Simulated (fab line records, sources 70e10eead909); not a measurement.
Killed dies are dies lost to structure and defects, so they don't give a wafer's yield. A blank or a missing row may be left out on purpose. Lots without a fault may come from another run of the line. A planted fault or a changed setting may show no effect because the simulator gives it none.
Which tool did it? | flow nand_harc | 12 lots, 33 wafers sampled, at 4 steps of a route of 1159

WHAT THE GAUGES READ, wafer by wafer
The record holds no reading of a measuring or inspecting step that can be judged against a usual standard deviation.

WHICH TOOL RAN EACH LOT (tool, then ch and the chambers of the sampled wafers, then the start)
lot  | NHARC_A_STAIRCASE_ETCH_27                     | NHARC_A_STAIRCASE_TRIM_191                    | NHARC_A_STAIRCASE_TRIM_193         | NHARC_A_STAIRCASE_TRIM_202
L268 | rie_diel-09 ch 0,3, day 11 12:46 or earlier   | rie_diel-01 ch 0,2, day 11 12:46 or earlier   | rie_diel-01 ch 0,2, day 11 12:46   | rie_diel-01 ch 0,2, no start
L271 | rie_diel-09 ch 0,3, day 12 02:44 or earlier   | rie_diel-09 ch 1,3, day 12 02:44 or earlier   | rie_diel-09 ch 1,2,3, day 12 02:44 | rie_diel-09 ch 0,3, no start
L272 | rie_diel-01 ch 2,3, day 12 03:21 or earlier   | rie_diel-01 ch 0,2, day 12 03:21 or earlier   | rie_diel-01 ch 0,3, day 12 03:21   | rie_diel-10 ch 1,2,3, no start
L273 | rie_diel-09 ch 0,2, day 12 12:12 or earlier   | rie_diel-09 ch 1,2, day 12 12:12 or earlier   | rie_diel-09 ch 0,2,3, day 12 12:12 | rie_diel-09 ch 0,1,2, no start
L275 | rie_diel-01 ch 0,2,3, day 13 03:31 or earlier | rie_diel-10 ch 0,3, day 13 03:31 or earlier   | rie_diel-10 ch 1,3, day 13 03:31   | rie_diel-10 ch 0,1,3, no start
L277 | rie_diel-09 ch 0,2,3, day 13 12:43 or earlier | rie_diel-10 ch 0,2,3, day 13 12:43 or earlier | rie_diel-10 ch 0,2, day 13 12:43   | rie_diel-01 ch 1,2,3, no start
L278 | rie_diel-01 ch 0,2,3, day 14 06:12 or earlier | rie_diel-09 ch 0,1,2, day 14 06:12 or earlier | rie_diel-09 ch 0,2,3, day 14 06:12 | rie_diel-09 ch 0,2,3, no start
L282 | rie_diel-01 ch 0,1, day 15 04:35 or earlier   | rie_diel-09 ch 0,3, day 15 04:35 or earlier   | rie_diel-09 ch 0,1, day 15 04:35   | rie_diel-09 ch 0,1, no start
L286 | rie_diel-01 ch 2, day 16 01:38 or earlier     | rie_diel-09 ch 3, day 16 01:38 or earlier     | rie_diel-09 ch 0,2, day 16 01:38   | rie_diel-09 ch 2,3, no start
L287 | rie_diel-01 ch 0,1, day 16 01:53 or earlier   | rie_diel-09 ch 2,3, day 16 01:53 or earlier   | rie_diel-09 ch 1,2, day 16 01:53   | rie_diel-09 ch 0,3, no start
L290 | rie_diel-09 ch 0,1,3, day 16 14:12 or earlier | rie_diel-01 ch 1,3, day 16 14:12 or earlier   | rie_diel-01 ch 1,2, day 16 14:12   | rie_diel-01 ch 0,2, no start
L289 | rie_diel-01 ch 0,2,3, day 16 22:53 or earlier | rie_diel-01 ch 1,2, day 16 22:53 or earlier   | rie_diel-01 ch 0,1,3, day 16 22:53 | rie_diel-01 ch 0,1,3, no start
- NHARC_A_STAIRCASE_ETCH_27: etches the open film in C4F8/O2, target depth 100 nm, time 40.5 s.
- NHARC_A_STAIRCASE_TRIM_191: chemistry O2, time 211.2 s.
- NHARC_A_STAIRCASE_TRIM_193: chemistry O2, time 211.2 s.
- NHARC_A_STAIRCASE_TRIM_202: chemistry O2, time 211.2 s.

WHAT THE TOOLS THEMSELVES READ (means of the sampled wafers that have a number; where no wafer has one, the mark that the record gives instead)
NHARC_A_STAIRCASE_ETCH_27. Usual: oes_product_au 0.937 a.u., standard deviation 0.014; rf_vpp_V 899 V, standard deviation 5.1.
lot  | tool        | oes_product_au (a.u.) | rf_vpp_V (V) | flag
L268 | rie_diel-09 | 0.965                 | 901          |
L271 | rie_diel-09 | 0.941                 | 902          |
L272 | rie_diel-01 | 0.937                 | 896          |
L273 | rie_diel-09 | 0.927                 | 904          |
L275 | rie_diel-01 | 0.953                 | 896          |
L277 | rie_diel-09 | 0.940                 | 901          |
L278 | rie_diel-01 | 0.946                 | 897          |
L282 | rie_diel-01 | 0.936                 | 900          |
L286 | rie_diel-01 | 0.916                 | 888          |
L287 | rie_diel-01 | 0.938                 | 900          |
L290 | rie_diel-09 | 0.944                 | 899          |
L289 | rie_diel-01 | 0.947                 | 895          |

NHARC_A_STAIRCASE_TRIM_191. Usual: drypump_motor_current_A 5.7 A, standard deviation 0.46; oes_product_au 0.994 a.u., standard deviation 0.014; rf_vpp_V 58.0 V, standard deviation 0.91; run_length_s 232.7 s, standard deviation 0.5; showerhead_plenum_p_Torr 3.62 Torr, standard deviation 0.14; throttle_valve_pct 17.037 %, standard deviation 0.0096.
lot  | tool        | drypump_motor_current_A (A) | oes_product_au (a.u.) | rf_vpp_V (V) | run_length_s (s) | showerhead_plenum_p_Torr (Torr) | throttle_valve_pct (%) | flag
L268 | rie_diel-01 | 5.6                         | 1.005                 | 58.5         | 232.7            | 3.55                            | 17.042                 |
L271 | rie_diel-09 | 5.3                         | 0.998                 | 58.5         | 233.2            | 3.66                            | 17.028                 |
L272 | rie_diel-01 | 5.9                         | 0.990                 | 57.9         | 232.8            | 3.42                            | 17.035                 |
L273 | rie_diel-09 | 5.8                         | 0.997                 | 58.9         | 233.0            | 3.70                            | 17.029                 |
L275 | rie_diel-10 | 5.4                         | 0.989                 | 58.2         | 232.1            | 3.68                            | 17.039                 |
L277 | rie_diel-10 | 5.9                         | 0.987                 | 57.7         | 232.3            | 3.68                            | 17.041                 |
L278 | rie_diel-09 | 5.8                         | 0.991                 | 58.1         | 232.9            | 3.64                            | 17.036                 |
L282 | rie_diel-09 | 5.5                         | 0.985                 | 58.8         | 233.2            | 3.65                            | 17.049                 |
L286 | rie_diel-09 | 5.1                         | 1.004                 | 58.0         | 233.2            | 3.69                            | 17.041                 |
L287 | rie_diel-09 | 5.4                         | 0.993                 | 58.2         | 232.7            | 3.72                            | 17.038                 |
L290 | rie_diel-01 | 5.7                         | 1.008                 | 58.4         | 233.0            | 3.62                            | 17.047                 |
L289 | rie_diel-01 | 5.9                         | 0.987                 | 57.7         | 232.7            | 3.50                            | 17.035                 |

NHARC_A_STAIRCASE_TRIM_193. Usual: drypump_motor_current_A 5.7 A, standard deviation 0.44; oes_product_au 0.995 a.u., standard deviation 0.014; rf_vpp_V 57.9 V, standard deviation 0.89; run_length_s 232.7 s, standard deviation 0.54; showerhead_plenum_p_Torr 3.61 Torr, standard deviation 0.15; throttle_valve_pct 17.037 %, standard deviation 0.0093.
lot  | tool        | drypump_motor_current_A (A) | oes_product_au (a.u.) | rf_vpp_V (V) | run_length_s (s) | showerhead_plenum_p_Torr (Torr) | throttle_valve_pct (%) | flag
L268 | rie_diel-01 | 5.9                         | 1.002                 | 56.6         | 232.9            | 3.42                            | 17.035                 |
L271 | rie_diel-09 | 5.6                         | 0.993                 | 57.3         | 233.0            | 3.68                            | 17.043                 |
L272 | rie_diel-01 | 5.5                         | 0.983                 | 58.7         | 233.0            | 3.66                            | 17.039                 |
L273 | rie_diel-09 | 5.6                         | 0.999                 | 57.5         | 232.8            | 3.69                            | 17.040                 |
L275 | rie_diel-10 | 5.3                         | 1.001                 | 58.1         | 232.5            | 3.71                            | 17.035                 |
L277 | rie_diel-10 | 6.3                         | 0.987                 | 58.3         | 231.9            | 3.58                            | 17.027                 |
L278 | rie_diel-09 | 5.6                         | 1.005                 | 57.9         | 233.1            | 3.69                            | 17.037                 |
L282 | rie_diel-09 | 5.8                         | 0.978                 | 58.9         | 178.4            | 3.58                            | 17.033                 | OFF
L286 | rie_diel-09 | 5.9                         | 0.980                 | 58.8         | 205.4            | 3.67                            | 17.022                 | OFF
L287 | rie_diel-09 | 5.8                         | 0.979                 | 57.5         | 205.3            | 3.65                            | 17.038                 | OFF
L290 | rie_diel-01 | 6.1                         | 0.984                 | 56.3         | 232.9            | 3.39                            | 17.031                 |
L289 | rie_diel-01 | 5.5                         | 1.011                 | 57.6         | 232.8            | 3.63                            | 17.035                 |

NHARC_A_STAIRCASE_TRIM_202. Usual: drypump_motor_current_A 5.7 A, standard deviation 0.45; oes_product_au 0.996 a.u., standard deviation 0.014; rf_vpp_V 58.0 V, standard deviation 0.88; run_length_s 232.8 s, standard deviation 0.44; showerhead_plenum_p_Torr 3.61 Torr, standard deviation 0.14; throttle_valve_pct 17.037 %, standard deviation 0.0089.
lot  | tool        | drypump_motor_current_A (A) | oes_product_au (a.u.) | rf_vpp_V (V) | run_length_s (s) | showerhead_plenum_p_Torr (Torr) | throttle_valve_pct (%) | flag
L268 | rie_diel-01 | 5.6                         | 0.998                 | 57.3         | 232.8            | 3.55                            | 17.030                 |
L271 | rie_diel-09 | 5.4                         | 0.986                 | 57.2         | 233.3            | 3.68                            | 17.045                 |
L272 | rie_diel-10 | 5.8                         | 1.001                 | 58.6         | 232.4            | 3.72                            | 17.047                 |
L273 | rie_diel-09 | 5.9                         | 0.986                 | 58.1         | 233.2            | 3.65                            | 17.049                 |
L275 | rie_diel-10 | 5.6                         | 0.985                 | 57.6         | 231.9            | 3.61                            | 17.031                 |
L277 | rie_diel-01 | 5.9                         | 1.002                 | 57.4         | 233.0            | 3.52                            | 17.036                 |
L278 | rie_diel-09 | 5.6                         | 0.999                 | 58.9         | 233.0            | 3.69                            | 17.031                 |
L282 | rie_diel-09 | 5.8                         | 0.980                 | 58.5         | 233.2            | 3.58                            | 17.026                 |
L286 | rie_diel-09 | 5.4                         | 1.001                 | 59.2         | 232.9            | 3.72                            | 17.036                 |
L287 | rie_diel-09 | 5.5                         | 0.987                 | 58.5         | 233.1            | 3.64                            | 17.041                 |
L290 | rie_diel-01 | 5.6                         | 1.009                 | 57.5         | 232.7            | 3.53                            | 17.033                 |
L289 | rie_diel-01 | 5.5                         | 1.002                 | 58.4         | 232.7            | 3.63                            | 17.032                 |

THE ANSWER, worked out from the rows above alone
Rule: a lot is off if the mean of its wafers that have a number lies more than 3 standard deviations from the usual mean. A lot without any number at a reading at which 4 lots or more have one is off too. The other lots that the step has rows for count as sound. The gauges are gone through in route order, then the tools' own readings, and for those a lot's mean is taken as printed above. The first step at which some lot is off is used, and at that step the reading that is off furthest; a lot without a number counts as furthest.
Off: L282, L286, L287, at NHARC_A_STAIRCASE_TRIM_193 (run_length_s).
A tool fits if, at that step or a process step before it, it ran every lot that is off, and no sound lot after the first of them. NHARC_A_STAIRCASE_ETCH_27 gives no start for some lots, so the hours and the order of its lots are those of NHARC_A_STAIRCASE_TRIM_193. NHARC_A_STAIRCASE_TRIM_191 gives no start for some lots, so the hours and the order of its lots are those of NHARC_A_STAIRCASE_TRIM_193. One fits: rie_diel-09 at NHARC_A_STAIRCASE_TRIM_191 and NHARC_A_STAIRCASE_TRIM_193. At NHARC_A_STAIRCASE_TRIM_191 its last sound lot is L278 (day 14 06:12), its first lot that is off L282 (day 15 04:35): a fault that began between those two fits.

WHAT THE SIMULATOR HAD PUT IN
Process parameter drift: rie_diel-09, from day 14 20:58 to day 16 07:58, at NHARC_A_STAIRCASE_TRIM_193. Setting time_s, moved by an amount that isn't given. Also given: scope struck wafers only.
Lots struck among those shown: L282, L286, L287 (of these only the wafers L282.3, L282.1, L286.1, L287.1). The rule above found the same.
